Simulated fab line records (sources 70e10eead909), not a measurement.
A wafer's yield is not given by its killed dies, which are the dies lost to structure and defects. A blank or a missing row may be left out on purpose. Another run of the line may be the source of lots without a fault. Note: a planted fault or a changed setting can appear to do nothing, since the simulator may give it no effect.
Which tool is to blame?	flow nand-harc	72 wafers from 24 lots sampled at 2 of the route's 1302 steps

## WHAT THE GAUGES READ, wafer by wafer
NHARC_A_DECK1_JOINT_THK_MEAS_14: measures by ellipsometry. Usual: thk-nm 50.7 nm, standard deviation 1.5.
lot	measured	on	thk-nm (nm)	flag
L074	day 11 09:52	film-metro-02	50.8 52.8 51.3	
L076	day 11 20:39	film-metro-02	49.9 52.5 48.7	
L075	day 11 20:39	film-metro-01	46.5 50.0 50.2	
L077	day 12 17:30	film-metro-02	52.8 49.6 50.7	
L078	day 12 21:21	film-metro-01	51.0 51.7 50.2	
L079	day 13 03:57	film-metro-02	51.4 53.8 50.3	
L080	day 13 17:46	film-metro-01	49.7 51.3 51.6	
L081	day 14 09:30	film-metro-01	48.7 49.6 50.0	
L082	day 14 13:23	film-metro-02	49.7 48.6 49.1	
L083	day 15 01:25	film-metro-02	51.2 50.2 51.7	
L084	day 16 03:38	film-metro-01	49.5 52.4 48.3	
L085	day 16 06:09	film-metro-02	53.6 52.8 49.0	
L086	day 16 06:09	film-metro-01	49.2 49.1 47.8	
L087	day 16 14:59	film-metro-01	49.9 52.6 52.4	
L088	day 18 06:30	film-metro-01	50.6 52.5 50.3	
L090	day 18 06:30	film-metro-02	50.6 50.4 48.9	
L089	day 18 06:30	film-metro-02	51.0 50.3 51.4	
L091	day 18 12:30	film-metro-01	47.4 51.9 49.4	
L092	day 19 07:35	film-metro-01	50.1 51.4 50.6	
L093	day 19 07:37	film-metro-02	52.8 50.6 49.8	
L094	day 19 07:37	film-metro-01	50.4 51.8 51.0	
L096	day 20 03:41	film-metro-02	52.5 50.5 52.1	
L095	day 20 03:41	film-metro-01	53.7 49.0 49.5	
L097	day 20 17:39	film-metro-02	49.4 49.3 49.9	

## WHAT TOOL EACH LOT RAN ON (gives the tool, then ch and the chambers of the sampled wafers, and finally the start)
lot	NHARC_A_CHANNEL_FILL_D1_CMP_10
L074	cmp-03 ch 0,3, day 10 22:50
L076	cmp-03 ch 0,1, day 11 08:05
L075	cmp-02 ch 1,2,3, day 11 08:09
L077	cmp-03 ch 0,1, day 12 04:38
L078	cmp-03 ch 0,1, day 12 10:30
L079	cmp-04 ch 0,2,3, day 12 16:57
L080	cmp-03 ch 0,1,2, day 13 06:58
L081	cmp-02 ch 0,1, day 13 22:26
L082	cmp-03 ch 0,1,3, day 14 02:19
L083	cmp-03 ch 0,1,2, day 14 14:25
L084	cmp-03 ch 0,1,3, day 15 09:30
L085	cmp-02 ch 0,2,3, day 15 17:43
L086	cmp-03 ch 0,1,2, day 15 17:43
L087	cmp-03 ch 0,1,2, day 16 03:58
L088	cmp-03 ch 0,1,3, day 17 05:02
L090	cmp-04 ch 0,2,3, day 17 11:22
L089	cmp-03 ch 0,1,2, day 17 17:31
L091	cmp-04 ch 0,2, day 18 01:29
L092	cmp-04 ch 1,3, day 18 17:40
L093	cmp-03 ch 0,2,3, day 18 20:49
L094	cmp-04 ch 0,1,3, day 18 20:50
L096	cmp-02 ch 1,3, day 19 16:38
L095	cmp-04 ch 0,3, day 19 16:39
L097	cmp-04 ch 0,1,3, day 20 06:46
- NHARC_A_CHANNEL_FILL_D1_CMP_10: polishes, target thk 150 nm.

## WHAT THE TOOLS THEMSELVES READ (means of the sampled wafers that have a number; where no wafer has one, the mark that the record gives instead)
NHARC_A_CHANNEL_FILL_D1_CMP_10. Usual: motor-current-A 12.6 A, standard deviation 1.8; time-to-endpoint-s 15.0 s, standard deviation 2.4.
lot	tool	motor-current-A (A)	time-to-endpoint-s (s)	flag
L074	cmp-03	14.4	15.2	
L076	cmp-03	14.5	14.7	
L075	cmp-02	12.4	14.9	
L077	cmp-03	14.5	15.3	
L078	cmp-03	14.6	14.9	
L079	cmp-04	13.0	16.0	
L080	cmp-03	13.2	12.5	
L081	cmp-02	13.2	19.5	
L082	cmp-03	12.7	11.5	
L083	cmp-03	13.1	12.8	
L084	cmp-03	12.8	13.6	
L085	cmp-02	12.6	18.0	
L086	cmp-03	12.6	12.8	
L087	cmp-03	12.9	14.2	
L088	cmp-03	12.7	13.4	
L090	cmp-04	12.3	16.4	
L089	cmp-03	12.9	14.3	
L091	cmp-04	13.3	15.5	
L092	cmp-04	12.9	18.4	
L093	cmp-03	12.8	15.4	
L094	cmp-04	12.5	14.2	
L096	cmp-02	12.5	16.3	
L095	cmp-04	11.6	13.6	
L097	cmp-04	12.2	16.2	

## THE ANSWER, worked out from the rows above alone
Rule: take the mean of a lot's wafers that have a number; if it is more than 3 standard deviations from the usual mean, the lot is off. Also off: a lot with no number at a reading for which 4 or more lots have one. The other lots that the step has rows for count as sound. The gauges are gone through in route order, then the tools' own readings, and for those a lot's mean is taken as printed above. At the first step where some lot is off, the reading lying furthest off is the one used; lots without a number count as furthest.
No lot is off on any of the readings shown, so nothing can be concluded from this.

## WHAT THE SIMULATOR HAD INSERTED
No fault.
